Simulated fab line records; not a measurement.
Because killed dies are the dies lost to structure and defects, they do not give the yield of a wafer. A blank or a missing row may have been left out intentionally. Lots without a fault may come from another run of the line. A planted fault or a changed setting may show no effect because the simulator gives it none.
fab line records	flow nand-harc
record: lots: 24	wafers: 72	last-day: 25
route steps=1159 shown P_BONDPAD@385 A_CHANNEL_HOLE_D1@473 A_CHANNEL_FILL_D1@494
lots that met no fault: from a run of the same line without faults
start-h: hours from the record's opening day to when the first of the lot's shown wafers began	wait-h: how many hours have passed since the lot's step before this one	" identical to the entry in the row above	L1.1+2: a row that stands for several wafers	- no value present, or no start provided	* or withheld: withheld	< > ~ a bound
route shown NAME@n: a module of which the file shows steps, and the number in the route of the first	usual: average and standard deviation across the fault-free wafers	same: alike in all rows	chamber/n: place in a boat	sites: readings site by site	_std_site: standard deviation of those values	_edge_site: mean of outer sites minus mean of inner sites	radius-mm: for every site, how far away it sits from the centre of the wafer	mask NAME#n: copy n	behind: the most recent tool/chamber to have shaped the wafer	hold: why the lot went on hold/how many hours it stayed there/how the hold came to an end	device: the transistor (n, p or np) that didn't switch	end of line: tests run on the same wafers once the route is complete	a step with no rows: only its recipe	killed: the dies lost at the first sort to structure and to defects; this is not the yield of the wafer	map: a wafer's dies, x killed, . not, _ none there
set.NAME: setting as actually run; set.NAME@STEP: the setting as run at that earlier step	model.NAME: the simulator's own value behind a step, which no gauge read
one table for each step of the route and one row for each wafer, over a sample of lots
services: a tool's chamber out of use, with start hour (start-h, from the record's first day; less than 0 if before it), hours out, and reason
== steps ==
step: NHARC_P_BONDPAD_INSPECT_23
usual: raw-defect-count: 331/110
lot.wafer	tool	chamber	start-h	wait-h	raw-defect-count
L074.1	defect-inspect-01	-	139.69	0.0	299
L074.2	"	-	"	"	246
L074.3	"	-	"	"	366
L075.1	defect-inspect-02	-	140.13	0.0	437
L075.3	"	-	"	"	331
L075.5	"	-	"	"	278
L077.2	defect-inspect-01	-	150.21	0.0	336
L077.4	"	-	"	"	313
L077.5	"	-	"	"	238
L076.2	defect-inspect-02	-	150.61	0.0	542
L076.4	"	-	"	"	255
L076.6	"	-	"	"	407
L078.2	defect-inspect-02	-	161.96	0.0	185
L078.4	"	-	"	"	531
L078.5	"	-	"	"	377
L081.1	defect-inspect-01	-	173.11	0.0	302
L081.3	"	-	"	"	623
L081.5	"	-	"	"	425
L080.1	defect-inspect-01	-	174.03	0.1	421
L080.5	"	-	"	"	330
L080.6	"	-	"	"	650
L079.1	defect-inspect-02	-	179.37	0.0	319
L079.2	"	-	"	"	300
L079.6	"	-	"	"	284
L082.2	defect-inspect-02	-	180.10	0.0	238
L082.4	"	-	"	"	257
L082.5	"	-	"	"	238
L083.1	defect-inspect-02	-	183.09	0.0	414
L083.4	"	-	"	"	274
L083.6	"	-	"	"	330
L084.1	defect-inspect-02	-	184.07	0.0	232
L084.2	"	-	"	"	248
L084.5	"	-	"	"	284
L088.1	defect-inspect-02	-	205.82	0.0	255
L088.3	"	-	"	"	245
L088.4	"	-	"	"	254
L086.1	defect-inspect-02	-	207.78	0.0	295
L086.2	"	-	"	"	315
L086.4	"	-	"	"	314
L085.1	defect-inspect-01	-	211.61	0.0	243
L085.3	"	-	"	"	367
L085.6	"	-	"	"	469
L087.2	defect-inspect-01	-	213.48	0.0	322
L087.3	"	-	"	"	376
L087.4	"	-	"	"	349
L089.2	defect-inspect-02	-	224.81	0.0	260
L089.4	"	-	"	"	252
L089.5	"	-	"	"	189
L090.2	defect-inspect-02	-	230.64	0.0	360
L090.4	"	-	"	"	206
L090.5	"	-	"	"	257
L091.1	defect-inspect-02	-	232.69	0.0	409
L091.4	"	-	"	"	217
L091.5	"	-	"	"	419
L092.1	defect-inspect-01	-	241.09	0.0	324
L092.3	"	-	"	"	198
L092.5	"	-	"	"	386
L093.1	defect-inspect-01	-	241.91	0.0	254
L093.3	"	-	"	"	159
L093.4	"	-	"	"	194
L095.2	defect-inspect-01	-	251.78	0.0	322
L095.4	"	-	"	"	413
L095.6	"	-	"	"	360
L094.1	defect-inspect-02	-	253.28	0.0	288
L094.2	"	-	"	"	343
L094.5	"	-	"	"	290
L096.1	defect-inspect-02	-	266.52	0.0	303
L096.2	"	-	"	"	351
L096.3	"	-	"	"	368
L097.2	defect-inspect-01	-	273.23	0.0	814
L097.4	"	-	"	"	551
L097.6	"	-	"	"	317
step: NHARC_A_CHANNEL_HOLE_D1_ETCH_21
recipe: bias-v: 3000	source-w: withheld	pressure-mtorr: 20	time-s: 514.3	ar-flow-sccm: 375	c4f8-flow-sccm: 89.3	o2-flow-sccm: 35.7	temp-c: -20	target-depth-a: 16000	chemistry: C4F8/O2/Ar
usual: drypump-motor-current-A: 5.4/0.32	showerhead-plenum-p-Torr: 3.79/0.076	throttle-valve-pct: 32.154/0.0092
lot.wafer	tool	chamber	start-h	wait-h	drypump-motor-current-A	rf-hours-counter-h	showerhead-plenum-p-Torr	throttle-valve-pct
L074.1	har-etch-02	0	182.84	0.3	5.5	100	3.83	32.144
L074.2	"	1	"	"	5.0	100	3.88	32.159
L074.3	"	0	"	"	5.5	-	3.83	32.146
L075.1	har-etch-02	1	186.99	0.3	5.0	104	3.87	32.151
L075.3	"	0	"	"	5.5	-	3.83	32.152
L075.5	"	0	"	"	5.5	-	3.83	32.160
L076.2	har-etch-02	0	195.66	0.3	5.5	110	3.83	32.154
L076.4	"	0	"	"	5.5	-	3.83	32.170
L076.6	"	1	"	"	5.0	-	3.87	32.139
L077.2	har-etch-01	0	195.89	0.3	5.7	193	3.82	32.151
L077.4	"	1	"	"	5.8	-	3.66	32.134
L077.5	"	0	"	"	5.7	-	3.82	32.149
L078.2	har-etch-02	1	203.49	0.3	5.0	113	3.87	32.154
L078.4	"	0	"	"	5.5	-	3.82	32.138
L078.5	"	1	"	"	5.0	-	3.87	32.136
L080.1	har-etch-01	0	215.76	0.3	5.6	197	3.82	32.161
L080.6	"	0	"	"	5.6	-	3.82	32.162
L080.5	"	1	"	"	5.7	-	3.65	32.160
L081.1	har-etch-02	0	216.53	0.3	5.5	117	3.82	32.159
L081.3	"	0	"	"	5.5	-	3.82	32.152
L081.5	"	1	"	"	4.9	-	3.87	32.156
L084.2	har-etch-01	1	222.18	0.3	5.8	201	3.65	32.154
L084.1	"	0	"	"	5.7	201	3.82	32.155
L084.5	"	1	"	"	5.8	-	3.65	32.144
L082.2	har-etch-02	0	222.33	0.3	5.5	121	3.82	32.143
L082.4	"	0	"	"	5.5	-	3.82	32.151
L082.5	"	0	"	"	5.5	-	3.82	32.162
L079.1	har-etch-01	0	226.34	0.3	5.7	205	3.82	32.153
L079.2	"	1	"	"	5.8	205	3.65	32.161
L079.6	"	1	"	"	5.8	-	3.65	32.152
L083.1	har-etch-02	0	229.94	0.3	5.5	128	3.81	32.159
L083.4	"	1	"	"	5.0	-	3.86	32.146
L083.6	"	0	"	"	5.5	-	3.81	32.163
L086.2	har-etch-02	0	246.52	0.3	5.5	135	3.81	32.148
L086.1	"	1	"	"	5.0	135	3.86	32.152
L086.4	"	1	"	"	4.9	-	3.86	32.157
L088.1	har-etch-01	0	248.00	0.3	5.7	216	3.81	32.145
L088.4	"	1	"	"	5.7	-	3.64	32.148
L088.3	"	0	"	"	5.6	-	3.81	32.161
L087.2	har-etch-02	1	253.10	0.3	5.0	139	3.85	32.153
L087.3	"	0	"	"	5.5	-	3.81	32.138
L087.4	"	1	"	"	5.0	-	3.85	32.158
L085.1	har-etch-01	0	253.26	0.3	5.7	220	3.81	32.158
L085.3	"	1	"	"	5.8	-	3.64	32.143
L085.6	"	1	"	"	5.8	-	3.64	32.155
L089.2	har-etch-02	0	268.31	0.3	5.5	143	3.81	32.146
L089.4	"	1	"	"	5.0	-	3.85	32.140
L089.5	"	1	"	"	5.0	-	3.85	32.143
L091.1	har-etch-01	0	274.25	0.3	5.7	227	3.80	32.168
L091.4	"	1	"	"	5.8	-	3.64	32.165
L091.5	"	1	"	"	5.8	-	3.64	32.159
L090.2	har-etch-02	1	274.94	0.3	5.0	148	3.85	32.159
L090.4	"	1	"	"	5.0	-	3.85	32.150
L090.5	"	1	"	"	5.0	-	3.85	32.160
L093.1	har-etch-01	0	283.00	0.3	5.6	231	3.80	32.150
L093.3	"	0	"	"	5.6	-	3.80	32.148
L093.4	"	1	"	"	5.8	-	3.63	32.159
L092.1	har-etch-02	1	283.15	0.3	5.0	152	3.85	32.154
L092.3	"	0	"	"	5.5	-	3.80	32.160
L092.5	"	0	"	"	5.5	-	3.80	32.157
L094.1	har-etch-02	1	293.65	0.3	5.0	158	3.84	32.139
L094.2	"	0	"	"	5.5	158	3.80	32.159
L094.5	"	0	"	"	5.5	-	3.80	32.151
L095.2	har-etch-01	0	293.93	0.3	5.7	238	3.80	32.145
L095.4	"	0	"	"	5.7	-	3.80	32.162
L095.6	"	1	"	"	5.8	-	3.63	32.155
L096.2	har-etch-02	0	318.95	0.3	5.5	168	3.79	32.171
L096.1	"	1	"	"	4.9	168	3.84	32.165
L096.3	"	0	"	"	5.5	-	3.79	32.174
L097.2	har-etch-02	0	323.10	0.3	5.5	172	3.79	32.152
L097.4	"	1	"	"	5.0	-	3.84	32.140
L097.6	"	1	"	"	5.0	-	3.84	32.164
step: NHARC_A_CHANNEL_HOLE_D1_ETCH_33
recipe: bias-v: 400	source-w: 2000	pressure-mtorr: 25	time-s: 90	ar-flow-sccm: 375	c4f8-flow-sccm: 41.7	o2-flow-sccm: 83.3	temp-c: -20	target-depth-a: 4000	chemistry: C4F8/O2/Ar
usual: bias-v: 400/4.3	drypump-motor-current-A: 5.4/0.32	showerhead-plenum-p-Torr: 3.84/0.078	throttle-valve-pct: 27.620/0.0098
lot.wafer	tool	chamber	start-h	wait-h	bias-v	drypump-motor-current-A	rf-hours-counter-h	showerhead-plenum-p-Torr	throttle-valve-pct
L074.1	har-etch-02	0	186.39	0.2	399	5.5	104	3.87	27.640
L074.2	"	1	"	"	391	5.0	104	3.92	27.638
L074.3	"	0	"	"	402	5.5	-	3.87	27.607
L075.1	har-etch-02	1	190.56	0.2	389	4.9	108	3.92	27.615
L075.3	"	0	"	"	398	5.5	-	3.87	27.619
L075.5	"	0	"	"	406	5.5	-	3.87	27.620
L076.2	har-etch-02	0	199.19	0.2	396	5.5	113	3.87	27.628
L076.4	"	0	"	"	399	5.5	-	3.87	27.612
L076.6	"	1	"	"	402	5.0	-	3.91	27.617
L077.2	har-etch-01	0	199.40	0.2	395	5.7	197	3.87	27.602
L077.4	"	1	"	"	401	5.8	-	3.69	27.608
L077.5	"	0	"	"	394	5.7	-	3.87	27.621
L078.2	har-etch-02	1	207.01	0.2	391	5.0	117	3.91	27.602
L078.4	"	0	"	"	401	5.5	-	3.87	27.619
L078.5	"	1	"	"	394	5.0	-	3.91	27.608
L080.1	har-etch-01	0	219.33	0.2	404	5.7	200	3.86	27.605
L080.6	"	0	"	"	401	5.7	-	3.86	27.597
L080.5	"	1	"	"	397	5.8	-	3.69	27.618
L081.1	har-etch-02	0	220.06	0.2	398	5.5	121	3.86	27.621
L081.3	"	0	"	"	394	5.5	-	3.86	27.630
L081.5	"	1	"	"	397	5.0	-	3.91	27.630
L084.2	har-etch-01	1	225.72	0.2	409	5.8	204	3.69	27.619
L084.1	"	0	"	"	398	5.7	204	3.86	27.613
L084.5	"	1	"	"	405	5.8	-	3.69	27.605
L082.2	har-etch-02	0	225.90	0.2	407	5.5	125	3.86	27.648
L082.4	"	0	"	"	404	5.5	-	3.86	27.624
L082.5	"	0	"	"	404	5.5	-	3.86	27.626
L079.1	har-etch-01	0	229.92	0.2	401	5.7	208	3.86	27.610
L079.2	"	1	"	"	399	5.8	208	3.69	27.635
L079.6	"	1	"	"	403	5.8	-	3.69	27.609
L083.1	har-etch-02	0	233.48	0.2	405	5.5	132	3.86	27.624
L083.4	"	1	"	"	393	5.0	-	3.90	27.614
L083.6	"	0	"	"	405	5.5	-	3.86	27.618
L086.2	har-etch-02	0	250.06	0.2	399	5.5	139	3.85	27.631
L086.1	"	1	"	"	397	5.0	139	3.90	27.630
L086.4	"	1	"	"	396	5.0	-	3.90	27.625
L088.1	har-etch-01	0	251.52	0.2	404	5.7	220	3.85	27.624
L088.4	"	1	"	"	403	5.7	-	3.68	27.624
L088.3	"	0	"	"	402	5.7	-	3.85	27.627
L087.2	har-etch-02	1	256.64	0.2	396	5.0	142	3.90	27.609
L087.3	"	0	"	"	397	5.5	-	3.85	27.629
L087.4	"	1	"	"	405	5.0	-	3.90	27.630
L085.1	har-etch-01	0	256.79	0.2	404	5.7	224	3.85	27.620
L085.3	"	1	"	"	396	5.8	-	3.68	27.632
L085.6	"	1	"	"	399	5.8	-	3.68	27.623
L089.2	har-etch-02	0	271.85	0.2	396	5.5	146	3.85	27.611
L089.4	"	1	"	"	406	5.0	-	3.90	27.622
L089.5	"	1	"	"	403	5.0	-	3.90	27.626
L091.1	har-etch-01	0	277.80	0.2	394	5.7	231	3.85	27.623
L091.4	"	1	"	"	402	5.8	-	3.67	27.617
L091.5	"	1	"	"	405	5.8	-	3.67	27.628
L090.2	har-etch-02	1	278.45	0.2	397	4.9	152	3.89	27.611
L090.4	"	1	"	"	397	5.0	-	3.89	27.610
L090.5	"	1	"	"	399	5.0	-	3.89	27.624
L093.1	har-etch-01	0	286.53	0.2	398	5.7	234	3.84	27.629
L093.3	"	0	"	"	402	5.7	-	3.84	27.625
L093.4	"	1	"	"	408	5.8	-	3.67	27.636
L092.1	har-etch-02	1	286.69	0.2	398	5.0	156	3.89	27.630
L092.3	"	0	"	"	404	5.5	-	3.84	27.625
L092.5	"	0	"	"	402	5.5	-	3.84	27.604
L094.1	har-etch-02	1	297.18	0.2	401	4.9	161	3.89	27.624
L094.2	"	0	"	"	396	5.5	161	3.84	27.642
L094.5	"	0	"	"	396	5.5	-	3.84	27.649
L095.2	har-etch-01	0	297.43	0.2	401	5.7	241	3.84	27.609
L095.4	"	0	"	"	402	5.7	-	3.84	27.619
L095.6	"	1	"	"	405	5.8	-	3.67	27.628
L096.2	har-etch-02	0	322.50	0.2	391	5.5	172	3.83	27.620
L096.1	"	1	"	"	402	5.0	172	3.88	27.621
L096.3	"	0	"	"	396	5.5	-	3.83	27.614
L097.2	har-etch-02	0	326.68	0.2	404	5.5	176	3.83	27.608
L097.4	"	1	"	"	404	5.0	-	3.88	27.615
L097.6	"	1	"	"	404	5.0	-	3.88	27.620
step: NHARC_A_CHANNEL_FILL_D1_ALD_14
recipe: target-thk-a: 25	pulse-time-s: 10	ald-cycles: 25	temp-c: 300	material: SiO2
usual: heater-power-w: 472/40	precursor-pulse-height-rel: 1.001/0.021
lot.wafer	tool	chamber	start-h	wait-h	heater-power-w	precursor-pulse-height-rel
L074.3	ald-hk-03	2	196.55	0.1	460	0.995
L074.2	"	0	"	"	421	0.988
L074.1	"	1	"	"	431	1.001
L075.3	ald-hk-02	0	199.50	0.0	500	0.994
L075.1	"	1	"	"	491	1.016
L075.5	"	0	"	"	505	0.994
L077.4	ald-hk-03	3	208.20	0.0	441	1.021
L077.2	"	2	"	"	468	1.025
L077.5	"	3	"	"	428	0.988
L076.4	ald-hk-01	0	208.24	0.1	514	0.973
L076.2	"	1	"	"	475	0.989
L076.6	"	3	"	"	445	0.978
L078.2	ald-hk-03	1	217.10	1.2	415	0.991
L078.4	"	3	"	"	436	1.023
L078.5	"	0	"	"	414	0.996
L081.1	ald-hk-03	1	228.31	0.1	424	1.043
L081.3	"	2	"	"	466	1.005
L081.5	"	0	"	"	418	1.023
L080.1	ald-hk-02	3	228.31	0.1	523	0.980
L080.5	"	1	"	"	492	0.983
L080.6	"	2	"	"	518	0.989
L084.2	ald-hk-03	1	234.66	0.0	413	1.000
L084.1	"	2	"	"	466	1.037
L084.5	"	1	"	"	427	0.993
L082.4	ald-hk-03	3	234.91	0.3	434	1.009
L082.2	"	0	"	"	435	0.977
L082.5	"	2	"	"	467	1.012
L079.1	ald-hk-01	2	239.63	0.1	420	0.987
L079.2	"	3	"	"	445	0.976
L079.6	"	1	"	"	452	1.026
L083.1	ald-hk-02	2	242.36	0.0	516	0.972
L083.4	"	1	"	"	497	0.989
L083.6	"	2	"	"	511	1.038
L088.1	ald-hk-02	2	259.99	0.7	511	1.005
L088.3	"	0	"	"	515	0.985
L088.4	"	1	"	"	495	1.034
L086.4	ald-hk-02	0	260.25	1.0	518	1.014
L086.1	"	1	"	"	485	0.968
L086.2	"	2	"	"	506	0.985
L087.2	ald-hk-01	0	266.14	0.0	495	1.010
L087.3	"	2	"	"	418	1.012
L087.4	"	3	"	"	444	0.998
L085.1	ald-hk-01	2	266.36	0.3	430	1.017
L085.3	"	3	"	"	435	0.971
L085.6	"	2	"	"	429	1.005
L089.2	ald-hk-03	1	280.86	0.0	430	1.007
L089.4	"	2	"	"	465	0.996
L089.5	"	2	"	"	467	1.019
L090.2	ald-hk-03	2	286.72	0.0	454	0.989
L090.4	"	1	"	"	416	1.010
L090.5	"	2	"	"	468	0.957
L091.4	ald-hk-01	3	286.72	0.0	445	1.025
L091.1	"	1	"	"	459	1.015
L091.5	"	0	"	"	498	1.003
L092.1	ald-hk-02	1	295.47	0.1	463	0.995
L092.3	"	2	"	"	530	0.986
L092.5	"	1	"	"	472	1.018
L093.3	ald-hk-02	3	295.66	0.3	525	1.008
L093.1	"	0	"	"	502	1.003
L093.4	"	1	"	"	470	0.985
L094.1	ald-hk-01	3	306.10	0.0	435	0.986
L094.2	"	2	"	"	425	0.986
L094.5	"	3	"	"	449	1.008
L095.4	ald-hk-02	2	306.17	0.1	540	0.962
L095.2	"	3	"	"	527	1.003
L095.6	"	1	"	"	465	0.997
L096.1	ald-hk-02	0	331.40	0.0	527	1.013
L096.2	"	2	"	"	538	1.013
L096.3	"	3	"	"	504	0.982
L097.4	ald-hk-02	2	336.02	0.5	532	1.006
L097.2	"	3	"	"	516	0.986
L097.6	"	1	"	"	464	1.009
step: NHARC_A_CHANNEL_FILL_D1_ETCHBACK_08
recipe: target-depth-a: 2200	time-s: 110	c4f8-flow-sccm: 20	ar-flow-sccm: withheld	rf-w: 600	bias-w: 300	chemistry: C4F8
usual: oes-product-au: 0.95/0.036	rf-vpp-V: 441.4/2.8
lot.wafer	tool	chamber	start-h	wait-h	oes-product-au	rf-hours-counter-h	rf-vpp-V
L075.1	rie-diel-02	3	-	-	0.93	3	436.7
L075.3	"	0	"	"	0.93	3	439.5
L075.5	"	3	"	"	0.93	-	436.7
L074.3	rie-diel-01	0	-	-	0.99	2	445.0
L074.2	"	1	"	"	1.00	2	445.1
L074.1	"	2	"	"	1.00	2	437.9
L077.2	rie-diel-02	2	-	-	1.01	3	440.2
L077.4	"	0	"	"	1.00	3	437.1
L077.5	"	2	"	"	1.01	-	440.2
L076.4	rie-diel-01	2	-	-	1.00	2	441.1
L076.2	"	3	"	"	1.01	3	442.6
L076.6	"	0	"	"	1.00	-	444.3
L078.2	rie-diel-02	1	-	-	0.92	3	445.5
L078.4	"	3	"	"	0.92	4	436.9
L078.5	"	2	"	"	0.92	-	439.3
L080.1	rie-diel-02	3	-	-	0.92	4	436.6
L080.5	"	2	"	"	0.92	-	439.8
L080.6	"	3	"	"	0.93	-	436.6
L081.1	rie-diel-11	0	-	-	0.99	12	441.3
L081.3	"	1	"	"	0.97	11	442.1
L081.5	"	0	"	"	0.99	-	441.7
L082.2	rie-diel-02	3	-	-	0.92	4	437.1
L082.4	"	0	"	"	0.93	4	439.7
L082.5	"	3	"	"	0.92	-	437.2
L084.1	rie-diel-11	1	-	-	0.98	12	441.2
L084.2	"	2	"	"	0.99	12	443.3
L084.5	"	3	"	"	1.00	-	438.5
L079.1	rie-diel-02	3	-	-	0.93	4	436.8
L079.2	"	0	"	"	0.94	4	438.9
L079.6	"	1	"	"	0.92	-	445.2
L083.4	rie-diel-01	1	-	-	0.93	3	446.9
L083.1	"	3	"	"	0.93	3	439.4
L083.6	"	1	"	"	0.94	-	442.5
L088.3	rie-diel-02	0	-	-	0.94	5	439.4
L088.1	"	2	"	"	0.92	5	440.6
L088.4	"	3	"	"	0.92	5	437.2
L086.4	rie-diel-01	3	-	-	0.93	4	440.2
L086.2	"	1	"	"	0.93	3	444.4
L086.1	"	2	"	"	0.93	3	441.4
L087.4	rie-diel-01	2	-	-	0.93	3	439.6
L087.3	"	3	"	"	0.94	4	441.1
L087.2	"	0	"	"	0.92	4	444.6
L085.1	rie-diel-11	1	-	-	0.90	22	441.7
L085.3	"	2	"	"	0.93	22	442.8
L085.6	"	2	"	"	0.92	-	442.8
L089.4	rie-diel-02	2	-	-	0.93	6	440.4
L089.2	"	3	"	"	0.91	6	437.2
L089.5	"	2	"	"	0.92	-	441.1
L090.4	rie-diel-02	1	-	-	0.92	5	444.2
L090.2	"	0	"	"	0.93	6	438.1
L090.5	"	1	"	"	0.93	-	443.9
L091.4	rie-diel-11	0	-	-	0.92	26	440.5
L091.1	"	1	"	"	0.90	25	440.5
L091.5	"	3	"	"	0.93	-	440.6
L092.1	rie-diel-01	0	-	-	1.01	0	446.2
L092.3	"	1	"	"	1.00	0	444.9
L092.5	"	1	"	"	1.02	-	444.3
L093.4	rie-diel-01	1	-	-	1.01	0	443.3
L093.1	"	2	"	"	1.00	0	441.0
L093.3	"	3	"	"	1.01	0	441.1
L095.2	rie-diel-11	2	-	-	0.93	29	441.6
L095.4	"	3	"	"	0.93	30	439.3
L095.6	"	1	"	"	0.91	-	439.4
L094.1	rie-diel-02	1	-	-	1.00	0	445.4
L094.2	"	2	"	"	1.01	0	439.2
L094.5	"	1	"	"	1.01	-	443.8
L096.2	rie-diel-02	3	-	-	0.96	1	437.7
L096.1	"	0	"	"	0.95	1	440.0
L096.3	"	1	"	"	0.97	1	444.1
L097.4	rie-diel-01	3	-	-	0.92	1	441.9
L097.2	"	2	"	"	0.92	1	440.3
L097.6	"	0	"	"	0.93	-	446.2
step: NHARC_A_CHANNEL_FILL_D1_CMP_10
recipe: target-thk-nm: 150
usual: motor-current-A: 12.2/0.94	time-to-endpoint-s: 14.9/2.7
lot.wafer	tool	chamber	start-h	wait-h	motor-current-A	time-to-endpoint-s
L074.1	cmp-04	0	240.19	0.4	11.6	15.8
L074.2	"	1	"	"	12.0	18.0
L074.3	"	3	"	"	12.1	13.4
L075.3	cmp-03	0	240.19	0.4	12.7	16.6
L075.1	"	3	"	"	13.7	13.1
L075.5	"	0	"	"	12.8	16.9
L076.4	cmp-01	3	248.24	0.4	13.6	11.3
L076.2	"	0	"	"	12.0	16.7
L076.6	"	0	"	"	11.6	14.8
L077.4	cmp-03	3	248.24	0.4	13.9	11.8
L077.2	"	2	"	"	12.6	18.8
L077.5	"	3	"	"	12.8	12.0
L078.2	cmp-04	2	258.01	0.4	12.8	15.0
L078.4	"	3	"	"	12.1	15.7
L078.5	"	1	"	"	12.3	18.4
L081.3	cmp-01	2	268.55	0.4	10.9	11.5
L081.1	"	1	"	"	11.9	16.0
L081.5	"	3	"	"	12.0	8.7
L080.1	cmp-03	1	268.63	0.4	11.3	12.1
L080.6	"	2	"	"	12.5	17.8
L080.5	"	3	"	"	13.2	11.7
L084.2	cmp-03	3	274.94	0.4	13.9	11.1
L084.1	"	1	"	"	11.7	12.2
L084.5	"	3	"	"	13.9	11.9
L082.4	cmp-01	2	274.99	0.4	11.4	9.6
L082.2	"	3	"	"	12.7	9.4
L082.5	"	0	"	"	12.1	14.6
L079.2	cmp-04	0	281.41	0.4	10.8	15.9
L079.1	"	3	"	"	11.8	15.3
L079.6	"	1	"	"	11.8	19.1
L083.4	cmp-03	3	281.41	0.4	13.9	11.0
L083.1	"	2	"	"	11.7	18.0
L083.6	"	0	"	"	12.8	13.6
L088.3	cmp-01	2	300.43	0.4	11.3	10.8
L088.1	"	0	"	"	11.5	12.2
L088.4	"	1	"	"	11.8	15.9
L086.2	cmp-04	2	300.43	0.4	13.5	19.1
L086.4	"	3	"	"	11.7	15.9
L086.1	"	1	"	"	11.8	19.3
L087.4	cmp-04	0	307.31	0.4	10.5	15.4
L087.3	"	1	"	"	11.9	16.5
L087.2	"	2	"	"	12.9	14.7
L085.1	cmp-01	0	307.34	0.4	11.7	16.2
L085.3	"	1	"	"	11.5	19.2
L085.6	"	2	"	"	12.0	11.9
L089.4	cmp-04	1	322.56	0.4	12.1	17.5
L089.2	"	2	"	"	14.0	16.1
L089.5	"	0	"	"	11.0	14.7
L090.4	cmp-04	0	327.42	0.4	10.5	17.0
L090.2	"	2	"	"	14.5	15.6
L090.5	"	0	"	"	10.8	18.4
L091.1	cmp-03	2	327.46	0.4	12.5	15.7
L091.4	"	0	"	"	12.6	15.0
L091.5	"	2	"	"	12.3	17.3
L093.1	cmp-04	0	335.86	0.4	11.3	15.6
L093.3	"	2	"	"	14.1	16.3
L093.4	"	3	"	"	11.6	13.4
L092.1	cmp-03	3	335.86	0.4	13.4	14.5
L092.3	"	1	"	"	12.0	15.2
L092.5	"	0	"	"	12.3	16.7
L094.1	cmp-04	3	346.55	0.4	11.5	15.6
L094.2	"	2	"	"	13.7	17.0
L094.5	"	3	"	"	11.5	15.0
L095.2	cmp-01	3	346.57	0.4	12.5	10.7
L095.4	"	0	"	"	11.8	15.9
L095.6	"	3	"	"	13.2	12.2
L096.1	cmp-01	0	368.79	0.4	10.9	14.9
L096.2	"	1	"	"	11.6	20.2
L096.3	"	2	"	"	11.0	14.6
L097.4	cmp-03	3	379.75	0.4	13.7	11.4
L097.2	"	2	"	"	12.2	15.6
L097.6	"	3	"	"	13.9	13.6
== services ==
tool	chamber	start-h	hours	kind
cmp-04	-	182.03	1.3	repair
rie-diel-02	1	189.21	16.7	repair
rie-diel-01	2	201.17	19.7	repair
cmp-04	-	203.17	4.0	pm
rie-diel-02	1	214.05	1.4	repair
cmp-04	-	215.71	0.9	repair
cmp-03	-	230.20	1.6	repair
ald-hk-02	-	234.08	0.8	repair
rie-diel-02	-	240.92	0.3	repair
cmp-03	-	254.18	4.0	pm
rie-diel-01	1	259.05	1.5	repair
rie-diel-02	2	269.28	10.3	repair
ald-hk-02	-	280.09	10.0	pm
cmp-03	-	290.16	0.6	repair
cmp-03	-	298.30	1.9	repair
cmp-04	-	301.17	4.0	pm
cmp-03	-	304.66	12.9	repair
har-etch-01	-	305.00	17.0	pm
har-etch-02	-	308.63	4.1	repair
rie-diel-01	-	314.80	9.0	pm
rie-diel-02	-	327.85	9.0	pm
cmp-03	-	334.15	1.6	repair
cmp-04	-	351.12	0.4	repair
rie-diel-02	3	359.63	2.6	repair
== key ==
fault none
